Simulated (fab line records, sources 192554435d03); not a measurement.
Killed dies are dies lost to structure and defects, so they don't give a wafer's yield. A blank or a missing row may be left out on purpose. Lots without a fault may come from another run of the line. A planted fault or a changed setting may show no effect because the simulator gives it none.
Split-lot experiment | flow n5_finfet | 7 lots, 21 wafers read, on a route of 1938 steps

THE SPLIT
At N5_HKMG_FIN_COAT_41 (time 60 s, resist thk 300 nm), the setting spin_rpm was moved away from the recipe's 1500 rpm on 6 of the 21 wafers read, by -10.1% to +4.7%. The other wafers ran this setting at the recipe's value.

The reading is taken at the split's own step.

THE READING
SOC_of_HKMG_FIN_COAT_41.thk_nm (the simulator's own value, which no gauge read), in nm, at N5_HKMG_FIN_COAT_41 (time 60 s, resist thk 300 nm). The file gives no usual value for it. The 15 wafers here that ran the recipe average 300.2 nm, standard deviation 0.65 nm.

wafer  | tool, chamber at the split | spin_rpm as run, rpm | against the recipe | SOC_of_HKMG_FIN_COAT_41.thk_nm, nm | against lot-mates on the recipe
L076.1 | litho_track-05, 0          | 1500                 | recipe             | 300.4                              | -
L076.2 | litho_track-05, 0          | 1571                 | +4.7%              | 293.8                              | -6.6
L076.6 | litho_track-05, 0          | 1571                 | +4.7%              | 293.4                              | -7.0
L081.2 | litho_track-02, 0          | 1500                 | recipe             | 299.6                              | -
L081.5 | litho_track-02, 0          | 1500                 | recipe             | 300.8                              | -
L081.6 | litho_track-02, 0          | 1500                 | recipe             | 300                                | -
L086.3 | litho_track-02, 0          | 1408                 | -6.1%              | 309.8                              | +8.8
L086.4 | litho_track-02, 0          | 1408                 | -6.1%              | 309.6                              | +8.6
L086.5 | litho_track-02, 0          | 1500                 | recipe             | 301                                | -
L089.2 | litho_track-02, 0          | 1500                 | recipe             | 299.2                              | -
L089.3 | litho_track-02, 0          | 1500                 | recipe             | 299.4                              | -
L089.4 | litho_track-02, 0          | 1500                 | recipe             | 298.8                              | -
L091.3 | litho_track-01, 0          | 1500                 | recipe             | 300.8                              | -
L091.4 | litho_track-01, 0          | 1500                 | recipe             | 300.8                              | -
L091.5 | litho_track-01, 0          | 1500                 | recipe             | 300.8                              | -
L095.2 | litho_track-05, 0          | 1500                 | recipe             | 300                                | -
L095.4 | litho_track-05, 0          | 1393                 | -7.1%              | 310.4                              | +10.2
L095.6 | litho_track-05, 0          | 1500                 | recipe             | 300.4                              | -
L097.1 | litho_track-05, 0          | 1500                 | recipe             | 300                                | -
L097.3 | litho_track-05, 0          | 1500                 | recipe             | 300.6                              | -
L097.6 | litho_track-05, 0          | 1349                 | -10.1%             | 315.6                              | +15.3

THE FIT
A straight line over all 21 wafers: SOC_of_HKMG_FIN_COAT_41.thk_nm changes by -1.49 nm for each +1% of spin_rpm; r = -0.99; the points scatter about the line by 0.63 nm.
The same after taking each lot's own level away (the mean of its wafers on the recipe; 21 wafers): -1.46 nm for each +1%; r = -1.00; scatter 0.31 nm.
On that fit, the largest move of spin_rpm shifts the reading by 15 nm.
The lots' own levels span 299.13 to 301.00 nm, that is 2.9 times the standard deviation above.
So the lot-to-lot level changes the slope little: the two slopes agree.
Check: with one of the wafers moved furthest among these (-10.1%) left out of the fit, the line predicts +14.4 nm for it against its lot-mates. It came out at +15.3 nm against them.

OTHER SPLITS ON THESE WAFERS
These wafers also went through other splits before the reading. Each is held against what the fit with the lots' levels taken away leaves over:
other split on the same wafers     | wafers away from the commonest value | r with SOC_of_HKMG_FIN_COAT_41.thk_nm (lot level and that fit taken away)
N5_SD_EPI_P_PEB_07 peb_time_s      | 8                                    | -0.25
N5_SD_EPI_P_ETCH_16 target_depth_a | 8                                    | +0.02
N5_SDB_ETCH_17 bias_w              | 7                                    | +0.04
N5_SDB_ETCH_18 source_w            | 9                                    | +0.07

THE FILE'S OWN FIT
SOC_of_HKMG_FIN_COAT_41.thk_nm changes by -1.47 nm for each +1% of spin_rpm, r = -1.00.
